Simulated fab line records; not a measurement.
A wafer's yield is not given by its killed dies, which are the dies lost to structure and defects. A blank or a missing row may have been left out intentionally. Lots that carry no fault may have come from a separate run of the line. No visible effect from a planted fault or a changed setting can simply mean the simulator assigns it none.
Matching of chambers :: flow nand-harc :: 4 sister chambers for NHARC_P_M0_ETCH_34 on rie-diel-09
The step etches the open film in N2/H2, target depth 40 nm, overetch 12 nm, time 43.94 s. 4 wafers are shown with their chamber, then 11 later ones without.

== WAFERS WITH THEIR CHAMBER ==
wafer: L082.1
chamber: 0
showerhead-plenum-p-Torr (Torr): 2.01

wafer: L085.5
chamber: 2
showerhead-plenum-p-Torr (Torr): 1.93

wafer: L086.2
chamber: 3
showerhead-plenum-p-Torr (Torr): 1.88

wafer: L089.1
chamber: 1
showerhead-plenum-p-Torr (Torr): 1.90

== WAFERS MISSING THEIR CHAMBER ==
wafer: L089.5
showerhead-plenum-p-Torr (Torr): 1.93

wafer: L089.6
showerhead-plenum-p-Torr (Torr): 1.90

wafer: L090.2
showerhead-plenum-p-Torr (Torr): 1.88

wafer: L090.3
showerhead-plenum-p-Torr (Torr): 2.00

wafer: L090.6
showerhead-plenum-p-Torr (Torr): 1.88

wafer: L092.1
showerhead-plenum-p-Torr (Torr): 2.00

wafer: L092.3
showerhead-plenum-p-Torr (Torr): 1.90

wafer: L092.5
showerhead-plenum-p-Torr (Torr): 1.88

wafer: L095.3
showerhead-plenum-p-Torr (Torr): 1.88

wafer: L095.5
showerhead-plenum-p-Torr (Torr): 2.00

wafer: L095.6
showerhead-plenum-p-Torr (Torr): 1.90

== EACH ONE'S CHAMBER ==
wafer: L089.5
from the rows above: 2
in truth: 2

wafer: L089.6
from the rows above: 1
in truth: 1

wafer: L090.2
from the rows above: 3
in truth: 3

wafer: L090.3
from the rows above: 0
in truth: 0

wafer: L090.6
from the rows above: 3
in truth: 3

wafer: L092.1
from the rows above: 0
in truth: 0

wafer: L092.3
from the rows above: 1
in truth: 1

wafer: L092.5
from the rows above: 3
in truth: 3

wafer: L095.3
from the rows above: 3
in truth: 3

wafer: L095.5
from the rows above: 0
in truth: 0

wafer: L095.6
from the rows above: 1
in truth: 1
Correctly placed: 11 of 11. Can't be placed from these rows: 0. Placed wrongly: 0.
How it was worked out, from the rows above alone: a wafer's distance from a chamber is the root of the sum, over the readings, of the square of ((its reading less the chamber's mean) divided by the reading's scatter). If the next closest chamber is less than 2 further off than the closest, the wafer can't be placed; otherwise it belongs to the closest. For every chamber, the mean is computed from those of its wafers that are shown. The scatter: root of mean squared gap, hidden wafer to nearest shown wafer, with one shown wafer a chamber.
